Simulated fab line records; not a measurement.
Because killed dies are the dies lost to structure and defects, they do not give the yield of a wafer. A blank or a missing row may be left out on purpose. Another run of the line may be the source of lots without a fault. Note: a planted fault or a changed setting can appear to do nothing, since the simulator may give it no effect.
Which tool was responsible? + flow nand harc + 14 lots, 42 wafers sampled, at 4 steps of a route of 1302

WHAT EACH GAUGE READ, for each wafer
NHARC_HYBRID_BOND_OVL_MEAS_05.
| lot  | measured     | on         | overlay x nm (nm) | overlay y nm (nm) |
|------|--------------|------------|-------------------|-------------------|
| L459 | day 23 13:20 | overlay-01 | -25 -11 -27       | 22 15 18          |
| L458 | day 24 09:31 | overlay-01 | 11 5 -1           | -15 -38 40        |
| L460 | day 24 14:58 | overlay-02 | 39 17 -41         | 36 -46 0          |
| L461 | day 24 19:15 | overlay-02 | -14 67 72         | 33 3 5            |
| L462 | day 25 03:35 | overlay-02 | -5 26 37          | 14 49 -35         |
| L463 | day 25 03:35 | overlay-01 | 0 76 -31          | 61 -13 -3         |
| L465 | day 26 16:16 | overlay-02 | 57 5 52           | 45 21 -15         |
| L464 | day 27 00:34 | overlay-02 | -16 17 27         | -3 -4 21          |
| L471 | day 29 03:22 | overlay-01 | 51 34 28          | 26 50 2           |
| L476 | day 30 06:34 | overlay-02 | 44 -15 -58        | 9 -32 -20         |
| L475 | day 30 16:55 | overlay-02 | 9 -8 -28          | -42 60 -56        |
| L479 | day 32 09:01 | overlay-02 | 8 21 -39          | -31 -4 7          |
| L478 | day 32 14:46 | overlay-02 | 35 66 -37         | -9 42 -47         |
| L480 | day 33 04:26 | overlay-02 | 40 -6 -9          | 34 55 -36         |

NHARC_END_SORT_01.
| lot  | measured     | on        | killed at array | killed at other | killed at periphery | killed dies | killed open | killed short |
|------|--------------|-----------|-----------------|-----------------|---------------------|-------------|-------------|--------------|
| L476 | day 31 00:34 | prober-02 | 158 115 150     | 4 2 1           | 5 1 4               | 167 118 155 | 4 3 2       | 6 2 5        |
| L475 | day 31 11:14 | prober-02 | 147 122 146     | 0 4 1           | 2 7 4               | 149 133 151 | 1 5 3       | 3 3 0        |

TOOL THAT RAN EACH LOT (tool first, then ch and the chambers of the sampled wafers, then the start)
| lot  | NHARC_A_CONTACT_ETCH_134             | NHARC_THIN_TSV_PRE_CLEAN_54  |
|------|--------------------------------------|------------------------------|
| L459 | har cap etch-02 ch 0,1, day 22 06:13 | pvd sputter-01, day 23 20:53 |
| L458 | har cap etch-01 ch 0,1, day 23 01:21 | pvd sputter-03, day 24 17:10 |
| L460 | har cap etch-02 ch 0,1, day 23 07:53 | pvd sputter-02, day 24 22:32 |
| L461 | har cap etch-01 ch 0,1, day 23 13:10 | pvd sputter-01, day 25 02:48 |
| L462 | har cap etch-01 ch 0,1, day 23 21:00 | pvd sputter-03, day 25 11:35 |
| L463 | har cap etch-03 ch 0,1, day 23 23:50 | pvd sputter-02, day 25 12:41 |
| L465 | har cap etch-03 ch 0,1, day 25 09:38 | pvd sputter-03, day 26 23:58 |
| L464 | har cap etch-02 ch 0,1, day 25 16:38 | pvd sputter-03, day 27 08:11 |
| L471 | har cap etch-01 ch 0,1, day 27 18:40 | pvd sputter-03, day 29 12:28 |
| L476 | har cap etch-02 ch 0,1, day 29 00:04 | pvd sputter-03, day 30 14:07 |
| L475 | har cap etch-02 ch 0,1, day 29 09:11 | pvd sputter-01, day 31 00:22 |
| L479 | har cap etch-01 ch 0,1, day 31 02:38 | pvd sputter-03, day 32 17:45 |
| L478 | har cap etch-03 ch 0,1, day 31 06:14 | pvd sputter-03, day 32 22:29 |
| L480 | har cap etch-01 ch 0,1, day 31 22:12 | pvd sputter-01, day 33 12:35 |
- NHARC_A_CONTACT_ETCH_134: etches the open film in C4F8/O2/Ar, time 140 s, target depth 700 nm.
- NHARC_THIN_TSV_PRE_CLEAN_54: time 30 s.

WHAT THE TOOLS THEMSELVES READ (means of the sampled wafers that have a number; where no wafer has one, the mark that the record gives instead)
NHARC_A_CONTACT_ETCH_134.
| lot  | tool            | chamber pressure mTorr (mTorr) |
|------|-----------------|--------------------------------|
| L459 | har cap etch-02 | 19.978                         |
| L458 | har cap etch-01 | 20.006                         |
| L460 | har cap etch-02 | 19.993                         |
| L461 | har cap etch-01 | 20.006                         |
| L462 | har cap etch-01 | 20.007                         |
| L463 | har cap etch-03 | 20.005                         |
| L465 | har cap etch-03 | 19.991                         |
| L464 | har cap etch-02 | 20.009                         |
| L471 | har cap etch-01 | 20.011                         |
| L476 | har cap etch-02 | 19.994                         |
| L475 | har cap etch-02 | 20.006                         |
| L479 | har cap etch-01 | 20.010                         |
| L478 | har cap etch-03 | 19.995                         |
| L480 | har cap etch-01 | 19.999                         |

NHARC_THIN_TSV_PRE_CLEAN_54.
| lot  | tool           | heater power w (W) |
|------|----------------|--------------------|
| L459 | pvd sputter-01 | 397                |
| L458 | pvd sputter-03 | 372                |
| L460 | pvd sputter-02 | 452                |
| L461 | pvd sputter-01 | 426                |
| L462 | pvd sputter-03 | 382                |
| L463 | pvd sputter-02 | 444                |
| L465 | pvd sputter-03 | 361                |
| L464 | pvd sputter-03 | 386                |
| L471 | pvd sputter-03 | 388                |
| L476 | pvd sputter-03 | 360                |
| L475 | pvd sputter-01 | 399                |
| L479 | pvd sputter-03 | 374                |
| L478 | pvd sputter-03 | 404                |
| L480 | pvd sputter-01 | 386                |

THE ANSWER, worked out from the rows above alone
Rule: usual is defined by the lots themselves. Put in order of their means at a reading, lots are off if they are a third of the lots or fewer, leave a main group of 4 or more, and stand apart from it by a gap of 3 or more times the standard deviation of the main group's means; of several such gaps the widest counts. If all means in a main group match to the digits the tables above print for the reading, that group is not used. A lot without any number at a reading at which 4 lots or more have one is off too. Any other lot the step has rows for is counted as sound. Order of review: gauges by route order, followed by the tools' own readings, for which a lot's mean as printed above is used. At the first step where some lot is off, the reading lying furthest off is the one used; lots without a number count as furthest.
None of the lots is off at any reading shown; this tells nothing.

WHAT THE SIMULATOR PUT IN
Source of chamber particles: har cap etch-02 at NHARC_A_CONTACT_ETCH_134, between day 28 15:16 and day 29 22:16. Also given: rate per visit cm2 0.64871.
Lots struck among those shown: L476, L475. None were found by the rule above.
